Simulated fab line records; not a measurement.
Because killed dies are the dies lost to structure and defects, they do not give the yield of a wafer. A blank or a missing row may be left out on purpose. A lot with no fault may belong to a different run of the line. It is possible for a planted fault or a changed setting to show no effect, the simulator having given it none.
Chamber matching | flow nand harc | NHARC_THIN_TSV_DEP_43 on pecvd-01: 3 sister chambers
The step deposits SiO2, target thk 1328.5 nm. 3 wafers are shown with their chamber, then 8 later ones without.

WAFERS WITH THEIR CHAMBER
wafer  | chamber | throttle valve pct (%)
L559.2 | 0       | 15.8
L559.4 | 1       | 16.3
L563.1 | 2       | 16.7

WAFERS MISSING THEIR CHAMBER
wafer  | throttle valve pct (%)
L563.2 | 15.9
L563.5 | 16.3
L567.2 | 16.7
L567.5 | 16.0
L567.6 | 16.7
L572.2 | 16.2
L572.5 | 16.0
L572.6 | 16.5

CHAMBER TAKEN BY EACH
wafer  | from the rows above     | in truth
L563.2 | 0                       | 0
L563.5 | 1                       | 1
L567.2 | 2                       | 2
L567.5 | can't be placed: 0 or 1 | 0
L567.6 | 2                       | 2
L572.2 | 1                       | 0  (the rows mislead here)
L572.5 | can't be placed: 0 or 1 | 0
L572.6 | can't be placed: 1 or 2 | 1
Correctly placed: 4 of 8. From these rows, 3 cannot be placed; in 3 the true chamber is one of the candidates. Number placed wrongly: 1.
How it was worked out, from the rows above alone: a wafer's distance from a chamber is the root of the sum, over the readings, of the square of ((its reading less the chamber's mean) divided by the reading's scatter). The wafer belongs to the nearest chamber; if the next one is less than 2 further off, it can't be placed. Each chamber's mean is taken over the wafers shown for it. The scatter: root of mean squared gap, hidden wafer to nearest shown wafer, with one shown wafer a chamber.
